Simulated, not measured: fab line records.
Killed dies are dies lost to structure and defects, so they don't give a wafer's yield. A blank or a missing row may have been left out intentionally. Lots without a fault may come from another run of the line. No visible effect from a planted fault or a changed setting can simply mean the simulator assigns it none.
fab line records || flow nand_harc
[record] {"lots": 13, "wafers": 39, "last_day": 24}
route steps=1159 shown A_M0@1014 A_M1@1035
lots that met no fault: from a run of the same line without faults
start_h: start of the lot's first displayed wafer, in hours after the record's first day || wait_h: hours elapsed since this lot's preceding step || " the same as in the row above || L1.1+2: several wafers, shown together as one row || - value missing, or start not given || * or withheld: withheld || < > ~ a bound
route shown NAME@n: names a module that has steps shown in the file, with the first one's number in the route || usual: mean/standard deviation taken from wafers without a fault || same: alike in all rows || chamber/n: place in a boat || sites: the reading at each site || _std_site: the standard deviation of these || _edge_site: inner sites' mean taken away from outer sites' mean || radius_mm: for every site, how far away it sits from the centre of the wafer || mask NAME#n: copy n || behind: the most recent tool/chamber to have shaped the wafer || hold: reason for holding the lot/hours on hold/outcome of the hold || device: whichever transistor did not switch (one of n, p or np) || end of line: the same wafers' tests at the end of the route || a step given without rows: its recipe and nothing more || killed: the dies lost at the first sort to structure and to defects; this is not the yield of the wafer || map: per-die view of a wafer (x killed, . not killed, _ where there is no die)
set.NAME: setting as actually run; set.NAME@STEP: the setting as run at that earlier step || model.NAME: the simulator's own value behind a step, which no gauge read
one table for each step of the route and one row for each wafer, over a sample of lots
services: from which hour (start_h, from the record's first day; less than 0 if before it) a tool's chamber was out of use, for how many hours, and why
[[steps]]
[step NHARC_A_M0_PRE_CLEAN_29]
[recipe] {"time_s": 30, "temp_c": 280, "gas": "H2/He"}
[usual] {"heater_power_w": "400/54"}
{"lot.wafer": "L449.4", "tool": "pvd_sputter-02", "chamber": "-", "start_h": "-", "wait_h": "-", "heater_power_w": 360}
{"lot.wafer": "L449.3", "tool": "pvd_sputter-02", "chamber": "-", "start_h": "-", "wait_h": "-", "heater_power_w": 453}
{"lot.wafer": "L449.6", "tool": "pvd_sputter-02", "chamber": "-", "start_h": "-", "wait_h": "-", "heater_power_w": 444}
{"lot.wafer": "L455.1", "tool": "pvd_sputter-02", "chamber": "-", "start_h": "-", "wait_h": "-", "heater_power_w": 432}
{"lot.wafer": "L455.2", "tool": "pvd_sputter-02", "chamber": "-", "start_h": "-", "wait_h": "-", "heater_power_w": 341}
{"lot.wafer": "L455.6", "tool": "pvd_sputter-02", "chamber": "-", "start_h": "-", "wait_h": "-", "heater_power_w": 340}
{"lot.wafer": "L451.1", "tool": "pvd_sputter-01", "chamber": "-", "start_h": "-", "wait_h": "-", "heater_power_w": 391}
{"lot.wafer": "L451.5", "tool": "pvd_sputter-01", "chamber": "-", "start_h": "-", "wait_h": "-", "heater_power_w": 472}
{"lot.wafer": "L451.6", "tool": "pvd_sputter-01", "chamber": "-", "start_h": "-", "wait_h": "-", "heater_power_w": 379}
{"lot.wafer": "L452.1", "tool": "pvd_sputter-03", "chamber": "-", "start_h": "-", "wait_h": "-", "heater_power_w": 298}
{"lot.wafer": "L452.2", "tool": "pvd_sputter-03", "chamber": "-", "start_h": "-", "wait_h": "-", "heater_power_w": 442}
{"lot.wafer": "L452.4", "tool": "pvd_sputter-03", "chamber": "-", "start_h": "-", "wait_h": "-", "heater_power_w": 440}
{"lot.wafer": "L456.3", "tool": "pvd_sputter-01", "chamber": "-", "start_h": "-", "wait_h": "-", "heater_power_w": 373}
{"lot.wafer": "L456.2", "tool": "pvd_sputter-01", "chamber": "-", "start_h": "-", "wait_h": "-", "heater_power_w": 400}
{"lot.wafer": "L456.6", "tool": "pvd_sputter-01", "chamber": "-", "start_h": "-", "wait_h": "-", "heater_power_w": 477}
{"lot.wafer": "L458.2", "tool": "pvd_sputter-01", "chamber": "-", "start_h": "-", "wait_h": "-", "heater_power_w": 377}
{"lot.wafer": "L458.1", "tool": "pvd_sputter-01", "chamber": "-", "start_h": "-", "wait_h": "-", "heater_power_w": 462}
{"lot.wafer": "L458.5", "tool": "pvd_sputter-01", "chamber": "-", "start_h": "-", "wait_h": "-", "heater_power_w": 375}
{"lot.wafer": "L462.3", "tool": "pvd_sputter-01", "chamber": "-", "start_h": "-", "wait_h": "-", "heater_power_w": 468}
{"lot.wafer": "L462.2", "tool": "pvd_sputter-01", "chamber": "-", "start_h": "-", "wait_h": "-", "heater_power_w": 485}
{"lot.wafer": "L462.6", "tool": "pvd_sputter-01", "chamber": "-", "start_h": "-", "wait_h": "-", "heater_power_w": 462}
{"lot.wafer": "L464.4", "tool": "pvd_sputter-02", "chamber": "-", "start_h": "-", "wait_h": "-", "heater_power_w": 441}
{"lot.wafer": "L464.5", "tool": "pvd_sputter-02", "chamber": "-", "start_h": "-", "wait_h": "-", "heater_power_w": 447}
{"lot.wafer": "L464.6", "tool": "pvd_sputter-02", "chamber": "-", "start_h": "-", "wait_h": "-", "heater_power_w": 344}
{"lot.wafer": "L466.4", "tool": "pvd_sputter-01", "chamber": "-", "start_h": "-", "wait_h": "-", "heater_power_w": 371}
{"lot.wafer": "L466.6", "tool": "pvd_sputter-01", "chamber": "-", "start_h": "-", "wait_h": "-", "heater_power_w": 383}
{"lot.wafer": "L466.5", "tool": "pvd_sputter-01", "chamber": "-", "start_h": "-", "wait_h": "-", "heater_power_w": 407}
{"lot.wafer": "L467.1", "tool": "pvd_sputter-03", "chamber": "-", "start_h": "-", "wait_h": "-", "heater_power_w": 453}
{"lot.wafer": "L467.3", "tool": "pvd_sputter-03", "chamber": "-", "start_h": "-", "wait_h": "-", "heater_power_w": 309}
{"lot.wafer": "L467.4", "tool": "pvd_sputter-03", "chamber": "-", "start_h": "-", "wait_h": "-", "heater_power_w": 429}
{"lot.wafer": "L465.1", "tool": "pvd_sputter-02", "chamber": "-", "start_h": "-", "wait_h": "-", "heater_power_w": 364}
{"lot.wafer": "L465.4", "tool": "pvd_sputter-02", "chamber": "-", "start_h": "-", "wait_h": "-", "heater_power_w": 438}
{"lot.wafer": "L465.3", "tool": "pvd_sputter-02", "chamber": "-", "start_h": "-", "wait_h": "-", "heater_power_w": 337}
{"lot.wafer": "L470.4", "tool": "pvd_sputter-02", "chamber": "-", "start_h": "-", "wait_h": "-", "heater_power_w": 439}
{"lot.wafer": "L470.3", "tool": "pvd_sputter-02", "chamber": "-", "start_h": "-", "wait_h": "-", "heater_power_w": 354}
{"lot.wafer": "L470.6", "tool": "pvd_sputter-02", "chamber": "-", "start_h": "-", "wait_h": "-", "heater_power_w": 339}
{"lot.wafer": "L471.4", "tool": "pvd_sputter-03", "chamber": "-", "start_h": "-", "wait_h": "-", "heater_power_w": 452}
{"lot.wafer": "L471.2", "tool": "pvd_sputter-03", "chamber": "-", "start_h": "-", "wait_h": "-", "heater_power_w": 319}
{"lot.wafer": "L471.1", "tool": "pvd_sputter-03", "chamber": "-", "start_h": "-", "wait_h": "-", "heater_power_w": 418}
[step NHARC_A_M0_PVD_20]
[recipe] {"target_thk_a": 50, "bias_v": 168.6, "power_w": 15000, "chamber_pressure_pa": 0.12, "time_s": 8.06, "substrate_temp_c": 50, "material": "TaN"}
[usual] {"substrate_temp_c": "50.00/0.12", "throttle_valve_pct": "29.9/0.73"}
{"lot.wafer": "L449.4", "tool": "pvd_sputter-02", "chamber": "-", "start_h": "-", "wait_h": "-", "substrate_temp_c": 49.75, "throttle_valve_pct": 29.2}
{"lot.wafer": "L449.3", "tool": "pvd_sputter-02", "chamber": "-", "start_h": "-", "wait_h": "-", "substrate_temp_c": 49.99, "throttle_valve_pct": 28.8}
{"lot.wafer": "L449.6", "tool": "pvd_sputter-02", "chamber": "-", "start_h": "-", "wait_h": "-", "substrate_temp_c": 50.14, "throttle_valve_pct": 29.7}
{"lot.wafer": "L455.2", "tool": "pvd_sputter-02", "chamber": "-", "start_h": "-", "wait_h": "-", "substrate_temp_c": 49.91, "throttle_valve_pct": 29.7}
{"lot.wafer": "L455.1", "tool": "pvd_sputter-02", "chamber": "-", "start_h": "-", "wait_h": "-", "substrate_temp_c": 49.91, "throttle_valve_pct": 29.1}
{"lot.wafer": "L455.6", "tool": "pvd_sputter-02", "chamber": "-", "start_h": "-", "wait_h": "-", "substrate_temp_c": 50.03, "throttle_valve_pct": 28.9}
{"lot.wafer": "L451.1", "tool": "pvd_sputter-01", "chamber": "-", "start_h": "-", "wait_h": "-", "substrate_temp_c": 50.14, "throttle_valve_pct": 30.7}
{"lot.wafer": "L451.5", "tool": "pvd_sputter-01", "chamber": "-", "start_h": "-", "wait_h": "-", "substrate_temp_c": 50.09, "throttle_valve_pct": 30.9}
{"lot.wafer": "L451.6", "tool": "pvd_sputter-01", "chamber": "-", "start_h": "-", "wait_h": "-", "substrate_temp_c": 50.17, "throttle_valve_pct": 29.2}
{"lot.wafer": "L452.1", "tool": "pvd_sputter-03", "chamber": "-", "start_h": "-", "wait_h": "-", "substrate_temp_c": 49.99, "throttle_valve_pct": 30.9}
{"lot.wafer": "L452.4", "tool": "pvd_sputter-03", "chamber": "-", "start_h": "-", "wait_h": "-", "substrate_temp_c": 50.32, "throttle_valve_pct": 30.4}
{"lot.wafer": "L452.2", "tool": "pvd_sputter-03", "chamber": "-", "start_h": "-", "wait_h": "-", "substrate_temp_c": 49.92, "throttle_valve_pct": 29.7}
{"lot.wafer": "L456.3", "tool": "pvd_sputter-01", "chamber": "-", "start_h": "-", "wait_h": "-", "substrate_temp_c": 49.98, "throttle_valve_pct": 29.3}
{"lot.wafer": "L456.2", "tool": "pvd_sputter-01", "chamber": "-", "start_h": "-", "wait_h": "-", "substrate_temp_c": 50.16, "throttle_valve_pct": 31.3}
{"lot.wafer": "L456.6", "tool": "pvd_sputter-01", "chamber": "-", "start_h": "-", "wait_h": "-", "substrate_temp_c": 50.01, "throttle_valve_pct": 29.9}
{"lot.wafer": "L458.1", "tool": "pvd_sputter-01", "chamber": "-", "start_h": "-", "wait_h": "-", "substrate_temp_c": 49.97, "throttle_valve_pct": 29.3}
{"lot.wafer": "L458.2", "tool": "pvd_sputter-01", "chamber": "-", "start_h": "-", "wait_h": "-", "substrate_temp_c": 50.14, "throttle_valve_pct": 31.3}
{"lot.wafer": "L458.5", "tool": "pvd_sputter-01", "chamber": "-", "start_h": "-", "wait_h": "-", "substrate_temp_c": 50.07, "throttle_valve_pct": 29.0}
{"lot.wafer": "L462.3", "tool": "pvd_sputter-01", "chamber": "-", "start_h": "-", "wait_h": "-", "substrate_temp_c": 50.03, "throttle_valve_pct": 31.0}
{"lot.wafer": "L462.2", "tool": "pvd_sputter-01", "chamber": "-", "start_h": "-", "wait_h": "-", "substrate_temp_c": 50.00, "throttle_valve_pct": 29.7}
{"lot.wafer": "L462.6", "tool": "pvd_sputter-01", "chamber": "-", "start_h": "-", "wait_h": "-", "substrate_temp_c": 50.10, "throttle_valve_pct": 30.7}
{"lot.wafer": "L464.4", "tool": "pvd_sputter-02", "chamber": "-", "start_h": "-", "wait_h": "-", "substrate_temp_c": 50.12, "throttle_valve_pct": 28.8}
{"lot.wafer": "L464.6", "tool": "pvd_sputter-02", "chamber": "-", "start_h": "-", "wait_h": "-", "substrate_temp_c": 50.19, "throttle_valve_pct": 29.8}
{"lot.wafer": "L464.5", "tool": "pvd_sputter-02", "chamber": "-", "start_h": "-", "wait_h": "-", "substrate_temp_c": 50.12, "throttle_valve_pct": 28.9}
{"lot.wafer": "L466.4", "tool": "pvd_sputter-01", "chamber": "-", "start_h": "-", "wait_h": "-", "substrate_temp_c": 49.74, "throttle_valve_pct": 30.6}
{"lot.wafer": "L466.5", "tool": "pvd_sputter-01", "chamber": "-", "start_h": "-", "wait_h": "-", "substrate_temp_c": 49.91, "throttle_valve_pct": 29.3}
{"lot.wafer": "L466.6", "tool": "pvd_sputter-01", "chamber": "-", "start_h": "-", "wait_h": "-", "substrate_temp_c": 50.08, "throttle_valve_pct": 31.2}
{"lot.wafer": "L467.1", "tool": "pvd_sputter-03", "chamber": "-", "start_h": "-", "wait_h": "-", "substrate_temp_c": 49.71, "throttle_valve_pct": 30.5}
{"lot.wafer": "L467.4", "tool": "pvd_sputter-03", "chamber": "-", "start_h": "-", "wait_h": "-", "substrate_temp_c": 50.04, "throttle_valve_pct": 30.2}
{"lot.wafer": "L467.3", "tool": "pvd_sputter-03", "chamber": "-", "start_h": "-", "wait_h": "-", "substrate_temp_c": 49.88, "throttle_valve_pct": 29.4}
{"lot.wafer": "L465.3", "tool": "pvd_sputter-02", "chamber": "-", "start_h": "-", "wait_h": "-", "substrate_temp_c": 50.00, "throttle_valve_pct": 29.7}
{"lot.wafer": "L465.1", "tool": "pvd_sputter-02", "chamber": "-", "start_h": "-", "wait_h": "-", "substrate_temp_c": 49.83, "throttle_valve_pct": 29.6}
{"lot.wafer": "L465.4", "tool": "pvd_sputter-02", "chamber": "-", "start_h": "-", "wait_h": "-", "substrate_temp_c": 50.01, "throttle_valve_pct": 28.9}
{"lot.wafer": "L470.4", "tool": "pvd_sputter-02", "chamber": "-", "start_h": "-", "wait_h": "-", "substrate_temp_c": 50.06, "throttle_valve_pct": 30.0}
{"lot.wafer": "L470.3", "tool": "pvd_sputter-02", "chamber": "-", "start_h": "-", "wait_h": "-", "substrate_temp_c": 49.89, "throttle_valve_pct": 28.9}
{"lot.wafer": "L470.6", "tool": "pvd_sputter-02", "chamber": "-", "start_h": "-", "wait_h": "-", "substrate_temp_c": 49.91, "throttle_valve_pct": 29.9}
{"lot.wafer": "L471.1", "tool": "pvd_sputter-03", "chamber": "-", "start_h": "-", "wait_h": "-", "substrate_temp_c": 49.95, "throttle_valve_pct": 30.3}
{"lot.wafer": "L471.2", "tool": "pvd_sputter-03", "chamber": "-", "start_h": "-", "wait_h": "-", "substrate_temp_c": 50.09, "throttle_valve_pct": 29.6}
{"lot.wafer": "L471.4", "tool": "pvd_sputter-03", "chamber": "-", "start_h": "-", "wait_h": "-", "substrate_temp_c": 49.84, "throttle_valve_pct": 30.7}
[step NHARC_A_M1_DEVELOP_08]
[recipe] {"develop_time_s": 35, "dev_temp_c": 23}
[usual] {"chill_plate_temp_C": "23.00/0.12", "develop_time_s": "35/0", "resist_line_temp_C": "23.01/0.096"}
{"lot.wafer": "L449.3", "tool": "litho_track-04", "chamber": 0, "start_h": 413, "wait_h": "-", "chill_plate_temp_C": 23.06, "develop_time_s": 35, "resist_line_temp_C": 22.99}
{"lot.wafer": "L449.4", "tool": "litho_track-04", "chamber": 0, "start_h": 413, "wait_h": "-", "chill_plate_temp_C": 23.06, "develop_time_s": 35, "resist_line_temp_C": 22.98}
{"lot.wafer": "L449.6", "tool": "litho_track-04", "chamber": 0, "start_h": 413, "wait_h": "-", "chill_plate_temp_C": 23.13, "develop_time_s": 35, "resist_line_temp_C": 22.87}
{"lot.wafer": "L455.1", "tool": "litho_track-04", "chamber": 0, "start_h": 429, "wait_h": "-", "chill_plate_temp_C": 23.07, "develop_time_s": 35, "resist_line_temp_C": 22.94}
{"lot.wafer": "L455.2", "tool": "litho_track-04", "chamber": 0, "start_h": 429, "wait_h": "-", "chill_plate_temp_C": 22.91, "develop_time_s": 35, "resist_line_temp_C": 22.84}
{"lot.wafer": "L455.6", "tool": "litho_track-04", "chamber": 0, "start_h": 429, "wait_h": "-", "chill_plate_temp_C": 22.85, "develop_time_s": 35, "resist_line_temp_C": 23.07}
{"lot.wafer": "L451.1", "tool": "litho_track-01", "chamber": 0, "start_h": 430, "wait_h": "-", "chill_plate_temp_C": 23.02, "develop_time_s": 35, "resist_line_temp_C": 23.01}
{"lot.wafer": "L451.5", "tool": "litho_track-01", "chamber": 0, "start_h": 430, "wait_h": "-", "chill_plate_temp_C": 23.09, "develop_time_s": 35, "resist_line_temp_C": 22.86}
{"lot.wafer": "L451.6", "tool": "litho_track-01", "chamber": 0, "start_h": 430, "wait_h": "-", "chill_plate_temp_C": 23.01, "develop_time_s": 35, "resist_line_temp_C": 22.88}
{"lot.wafer": "L452.1", "tool": "litho_track-04", "chamber": 0, "start_h": 439, "wait_h": "-", "chill_plate_temp_C": 22.99, "develop_time_s": 35, "resist_line_temp_C": 23.00}
{"lot.wafer": "L452.2", "tool": "litho_track-04", "chamber": 0, "start_h": 439, "wait_h": "-", "chill_plate_temp_C": 23.00, "develop_time_s": 35, "resist_line_temp_C": 22.88}
{"lot.wafer": "L452.4", "tool": "litho_track-04", "chamber": 0, "start_h": 439, "wait_h": "-", "chill_plate_temp_C": 23.13, "develop_time_s": 35, "resist_line_temp_C": 22.84}
{"lot.wafer": "L456.2", "tool": "litho_track-01", "chamber": 0, "start_h": 458, "wait_h": "-", "chill_plate_temp_C": 22.90, "develop_time_s": 35, "resist_line_temp_C": 23.19}
{"lot.wafer": "L456.3", "tool": "litho_track-01", "chamber": 0, "start_h": 458, "wait_h": "-", "chill_plate_temp_C": 23.02, "develop_time_s": 35, "resist_line_temp_C": 23.07}
{"lot.wafer": "L456.6", "tool": "litho_track-01", "chamber": 0, "start_h": 458, "wait_h": "-", "chill_plate_temp_C": 22.86, "develop_time_s": 35, "resist_line_temp_C": 23.15}
{"lot.wafer": "L458.1", "tool": "litho_track-04", "chamber": "-", "start_h": 462, "wait_h": "-", "chill_plate_temp_C": "-", "develop_time_s": "-", "resist_line_temp_C": "-"}
{"lot.wafer": "L458.2", "tool": "litho_track-04", "chamber": "-", "start_h": 462, "wait_h": "-", "chill_plate_temp_C": "-", "develop_time_s": "-", "resist_line_temp_C": "-"}
{"lot.wafer": "L458.5", "tool": "litho_track-04", "chamber": "-", "start_h": 462, "wait_h": "-", "chill_plate_temp_C": "-", "develop_time_s": "-", "resist_line_temp_C": "-"}
{"lot.wafer": "L462.2", "tool": "litho_track-01", "chamber": 0, "start_h": 477, "wait_h": "-", "chill_plate_temp_C": 22.88, "develop_time_s": 35, "resist_line_temp_C": 23.00}
{"lot.wafer": "L462.3", "tool": "litho_track-01", "chamber": 0, "start_h": 477, "wait_h": "-", "chill_plate_temp_C": 22.92, "develop_time_s": 35, "resist_line_temp_C": 23.02}
{"lot.wafer": "L462.6", "tool": "litho_track-01", "chamber": 0, "start_h": 477, "wait_h": "-", "chill_plate_temp_C": 22.95, "develop_time_s": 35, "resist_line_temp_C": 22.97}
{"lot.wafer": "L464.4", "tool": "litho_track-06", "chamber": 0, "start_h": 502, "wait_h": "-", "chill_plate_temp_C": 23.24, "develop_time_s": 35, "resist_line_temp_C": 22.98}
{"lot.wafer": "L464.5", "tool": "litho_track-06", "chamber": 0, "start_h": 502, "wait_h": "-", "chill_plate_temp_C": 23.25, "develop_time_s": 35, "resist_line_temp_C": 23.10}
{"lot.wafer": "L464.6", "tool": "litho_track-06", "chamber": 0, "start_h": 502, "wait_h": "-", "chill_plate_temp_C": 23.33, "develop_time_s": 35, "resist_line_temp_C": 22.92}
{"lot.wafer": "L466.4", "tool": "litho_track-01", "chamber": 0, "start_h": 519, "wait_h": "-", "chill_plate_temp_C": 22.88, "develop_time_s": 35, "resist_line_temp_C": 23.05}
{"lot.wafer": "L466.5", "tool": "litho_track-01", "chamber": 0, "start_h": 519, "wait_h": "-", "chill_plate_temp_C": 23.02, "develop_time_s": 35, "resist_line_temp_C": 22.99}
{"lot.wafer": "L466.6", "tool": "litho_track-01", "chamber": 0, "start_h": 519, "wait_h": "-", "chill_plate_temp_C": 22.99, "develop_time_s": 35, "resist_line_temp_C": 23.07}
{"lot.wafer": "L467.1", "tool": "litho_track-04", "chamber": 0, "start_h": 520, "wait_h": "-", "chill_plate_temp_C": 22.93, "develop_time_s": 35, "resist_line_temp_C": 23.00}
{"lot.wafer": "L467.3", "tool": "litho_track-04", "chamber": 0, "start_h": 520, "wait_h": "-", "chill_plate_temp_C": 22.93, "develop_time_s": 35, "resist_line_temp_C": 23.03}
{"lot.wafer": "L467.4", "tool": "litho_track-04", "chamber": 0, "start_h": 520, "wait_h": "-", "chill_plate_temp_C": 23.01, "develop_time_s": 35, "resist_line_temp_C": 22.99}
{"lot.wafer": "L465.1", "tool": "litho_track-01", "chamber": 0, "start_h": 521, "wait_h": "-", "chill_plate_temp_C": 23.04, "develop_time_s": 35, "resist_line_temp_C": 23.01}
{"lot.wafer": "L465.3", "tool": "litho_track-01", "chamber": 0, "start_h": 521, "wait_h": "-", "chill_plate_temp_C": 23.10, "develop_time_s": 35, "resist_line_temp_C": 23.16}
{"lot.wafer": "L465.4", "tool": "litho_track-01", "chamber": 0, "start_h": 521, "wait_h": "-", "chill_plate_temp_C": 23.07, "develop_time_s": 35, "resist_line_temp_C": 22.96}
{"lot.wafer": "L470.3", "tool": "litho_track-04", "chamber": 0, "start_h": 539, "wait_h": "-", "chill_plate_temp_C": 22.98, "develop_time_s": 35, "resist_line_temp_C": 23.14}
{"lot.wafer": "L470.4", "tool": "litho_track-04", "chamber": 0, "start_h": 539, "wait_h": "-", "chill_plate_temp_C": 22.95, "develop_time_s": 35, "resist_line_temp_C": 23.07}
{"lot.wafer": "L470.6", "tool": "litho_track-04", "chamber": 0, "start_h": 539, "wait_h": "-", "chill_plate_temp_C": 23.00, "develop_time_s": 35, "resist_line_temp_C": 23.08}
{"lot.wafer": "L471.1", "tool": "litho_track-04", "chamber": 0, "start_h": 547, "wait_h": "-", "chill_plate_temp_C": 22.88, "develop_time_s": 35, "resist_line_temp_C": 22.92}
{"lot.wafer": "L471.2", "tool": "litho_track-04", "chamber": 0, "start_h": 547, "wait_h": "-", "chill_plate_temp_C": 23.06, "develop_time_s": 35, "resist_line_temp_C": 22.96}
{"lot.wafer": "L471.4", "tool": "litho_track-04", "chamber": 0, "start_h": 547, "wait_h": "-", "chill_plate_temp_C": 23.06, "develop_time_s": 35, "resist_line_temp_C": 23.12}
[step NHARC_A_M1_OVL_MEAS_10]
[recipe] {"pitch_nm": 240}
[usual] {"overlay_x_nm": "-0.1/0.76", "overlay_y_nm": "-0.2/0.64"}
{"lot.wafer": "L449.3", "tool": "overlay-01", "chamber": "-", "start_h": 414.16, "wait_h": "-", "overlay_x_nm": -0.5, "overlay_y_nm": -0.5}
{"lot.wafer": "L449.4", "tool": "overlay-01", "chamber": "-", "start_h": 414.16, "wait_h": "-", "overlay_x_nm": -1.0, "overlay_y_nm": -0.3}
{"lot.wafer": "L449.6", "tool": "overlay-01", "chamber": "-", "start_h": 414.16, "wait_h": "-", "overlay_x_nm": -1.0, "overlay_y_nm": -0.5}
{"lot.wafer": "L455.1", "tool": "overlay-02", "chamber": "-", "start_h": 429.37, "wait_h": "-", "overlay_x_nm": -1.3, "overlay_y_nm": -0.8}
{"lot.wafer": "L455.2", "tool": "overlay-02", "chamber": "-", "start_h": 429.37, "wait_h": "-", "overlay_x_nm": -1.1, "overlay_y_nm": -1.0}
{"lot.wafer": "L455.6", "tool": "overlay-02", "chamber": "-", "start_h": 429.37, "wait_h": "-", "overlay_x_nm": -1.4, "overlay_y_nm": -0.4}
{"lot.wafer": "L451.1", "tool": "overlay-01", "chamber": "-", "start_h": 430.34, "wait_h": "-", "overlay_x_nm": 1.1, "overlay_y_nm": 0.8}
{"lot.wafer": "L451.5", "tool": "overlay-01", "chamber": "-", "start_h": 430.34, "wait_h": "-", "overlay_x_nm": 1.0, "overlay_y_nm": 0.4}
{"lot.wafer": "L451.6", "tool": "overlay-01", "chamber": "-", "start_h": 430.34, "wait_h": "-", "overlay_x_nm": 1.2, "overlay_y_nm": 0.6}
{"lot.wafer": "L452.1", "tool": "overlay-02", "chamber": "-", "start_h": 439.90, "wait_h": "-", "overlay_x_nm": 0.0, "overlay_y_nm": -0.4}
{"lot.wafer": "L452.2", "tool": "overlay-02", "chamber": "-", "start_h": 439.90, "wait_h": "-", "overlay_x_nm": 0.0, "overlay_y_nm": -0.2}
{"lot.wafer": "L452.4", "tool": "overlay-02", "chamber": "-", "start_h": 439.90, "wait_h": "-", "overlay_x_nm": -0.3, "overlay_y_nm": 0.5}
{"lot.wafer": "L456.2", "tool": "overlay-02", "chamber": "-", "start_h": 458.32, "wait_h": "-", "overlay_x_nm": 0.5, "overlay_y_nm": -0.1}
{"lot.wafer": "L456.3", "tool": "overlay-02", "chamber": "-", "start_h": 458.32, "wait_h": "-", "overlay_x_nm": 0.9, "overlay_y_nm": -0.9}
{"lot.wafer": "L456.6", "tool": "overlay-02", "chamber": "-", "start_h": 458.32, "wait_h": "-", "overlay_x_nm": 0.7, "overlay_y_nm": -0.3}
{"lot.wafer": "L458.1", "tool": "overlay-02", "chamber": "-", "start_h": 462.95, "wait_h": "-", "overlay_x_nm": "-", "overlay_y_nm": "-"}
{"lot.wafer": "L458.2", "tool": "overlay-02", "chamber": "-", "start_h": 462.95, "wait_h": "-", "overlay_x_nm": "-", "overlay_y_nm": "-"}
{"lot.wafer": "L458.5", "tool": "overlay-02", "chamber": "-", "start_h": 462.95, "wait_h": "-", "overlay_x_nm": "-", "overlay_y_nm": "-"}
{"lot.wafer": "L462.2", "tool": "overlay-02", "chamber": "-", "start_h": 477.97, "wait_h": "-", "overlay_x_nm": 0.4, "overlay_y_nm": -1.3}
{"lot.wafer": "L462.3", "tool": "overlay-02", "chamber": "-", "start_h": 477.97, "wait_h": "-", "overlay_x_nm": 0.3, "overlay_y_nm": -1.4}
{"lot.wafer": "L462.6", "tool": "overlay-02", "chamber": "-", "start_h": 477.97, "wait_h": "-", "overlay_x_nm": 0.4, "overlay_y_nm": -1.7}
{"lot.wafer": "L464.4", "tool": "overlay-02", "chamber": "-", "start_h": 502.54, "wait_h": "-", "overlay_x_nm": -1.0, "overlay_y_nm": 0.0}
{"lot.wafer": "L464.5", "tool": "overlay-02", "chamber": "-", "start_h": 502.54, "wait_h": "-", "overlay_x_nm": -0.3, "overlay_y_nm": -0.2}
{"lot.wafer": "L464.6", "tool": "overlay-02", "chamber": "-", "start_h": 502.54, "wait_h": "-", "overlay_x_nm": -0.8, "overlay_y_nm": -0.2}
{"lot.wafer": "L466.4", "tool": "overlay-02", "chamber": "-", "start_h": 519.68, "wait_h": "-", "overlay_x_nm": -1.0, "overlay_y_nm": 0.5}
{"lot.wafer": "L466.5", "tool": "overlay-02", "chamber": "-", "start_h": 519.68, "wait_h": "-", "overlay_x_nm": -1.2, "overlay_y_nm": 0.0}
{"lot.wafer": "L466.6", "tool": "overlay-02", "chamber": "-", "start_h": 519.68, "wait_h": "-", "overlay_x_nm": -0.9, "overlay_y_nm": 0.1}
{"lot.wafer": "L467.1", "tool": "overlay-01", "chamber": "-", "start_h": 520.51, "wait_h": "-", "overlay_x_nm": -0.1, "overlay_y_nm": -1.1}
{"lot.wafer": "L467.3", "tool": "overlay-01", "chamber": "-", "start_h": 520.51, "wait_h": "-", "overlay_x_nm": 0.0, "overlay_y_nm": -1.0}
{"lot.wafer": "L467.4", "tool": "overlay-01", "chamber": "-", "start_h": 520.51, "wait_h": "-", "overlay_x_nm": 0.4, "overlay_y_nm": -1.3}
{"lot.wafer": "L465.1", "tool": "overlay-02", "chamber": "-", "start_h": 521.62, "wait_h": "-", "overlay_x_nm": 1.8, "overlay_y_nm": 0.0}
{"lot.wafer": "L465.3", "tool": "overlay-02", "chamber": "-", "start_h": 521.62, "wait_h": "-", "overlay_x_nm": 1.5, "overlay_y_nm": -0.5}
{"lot.wafer": "L465.4", "tool": "overlay-02", "chamber": "-", "start_h": 521.62, "wait_h": "-", "overlay_x_nm": 1.1, "overlay_y_nm": 0.2}
{"lot.wafer": "L470.3", "tool": "overlay-01", "chamber": "-", "start_h": 539.79, "wait_h": "-", "overlay_x_nm": -0.3, "overlay_y_nm": 0.0}
{"lot.wafer": "L470.4", "tool": "overlay-01", "chamber": "-", "start_h": 539.79, "wait_h": "-", "overlay_x_nm": -0.4, "overlay_y_nm": -1.2}
{"lot.wafer": "L470.6", "tool": "overlay-01", "chamber": "-", "start_h": 539.79, "wait_h": "-", "overlay_x_nm": 0.0, "overlay_y_nm": -0.1}
{"lot.wafer": "L471.1", "tool": "overlay-02", "chamber": "-", "start_h": 547.46, "wait_h": "-", "overlay_x_nm": 0.5, "overlay_y_nm": 0.2}
{"lot.wafer": "L471.2", "tool": "overlay-02", "chamber": "-", "start_h": 547.46, "wait_h": "-", "overlay_x_nm": 0.2, "overlay_y_nm": 0.1}
{"lot.wafer": "L471.4", "tool": "overlay-02", "chamber": "-", "start_h": 547.46, "wait_h": "-", "overlay_x_nm": 0.6, "overlay_y_nm": 0.1}
[[services]]
{"tool": "pvd_sputter-02", "chamber": "-", "start_h": 392.02, "hours": 10.0, "kind": "pm"}
{"tool": "litho_track-01", "chamber": "-", "start_h": 417.20, "hours": "-", "kind": "consumable_replace:filter"}
{"tool": "litho_track-01", "chamber": "-", "start_h": 443.00, "hours": 7.0, "kind": "pm"}
{"tool": "pvd_sputter-03", "chamber": "-", "start_h": 458.00, "hours": 10.0, "kind": "pm"}
{"tool": "litho_track-06", "chamber": "-", "start_h": 467.00, "hours": 7.0, "kind": "pm"}
{"tool": "pvd_sputter-03", "chamber": "-", "start_h": 473.76, "hours": 3.9, "kind": "repair"}
{"tool": "litho_track-04", "chamber": "-", "start_h": 491.00, "hours": 7.0, "kind": "pm"}
{"tool": "pvd_sputter-01", "chamber": "-", "start_h": 540.14, "hours": 10.0, "kind": "pm"}
[[key]]
[first_sign] {"step": "NHARC_A_M1_DEVELOP_08", "reading": "tool_record", "direction": "missing"}
effect none on later readings
met_at NHARC_A_M1_DEVELOP_08
struck_lots L458
later_rows_left_out L458.1,L458.2,L458.5
sort_left_out L458.1,L458.2,L458.5
not_acting_at NHARC_A_M0_PRE_CLEAN_29,NHARC_A_M0_PVD_20,NHARC_A_M1_OVL_MEAS_10
onset_between 439 462
[fault] {"kind": "skipped_step_whole", "tool": "litho_track-04", "chamber": "-", "onset_h": 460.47, "steps": "NHARC_A_M1_DEVELOP_08", "scope": "struck_lots_only"}
// sort_left_out: the simulated sort isn't trusted on such a fault, so these wafers' sort isn't shown, and their yield isn't known
// later_rows_left_out: the simulator's readings of these wafers behind a module that went badly wrong aren't trusted and aren't shown, but for the sort
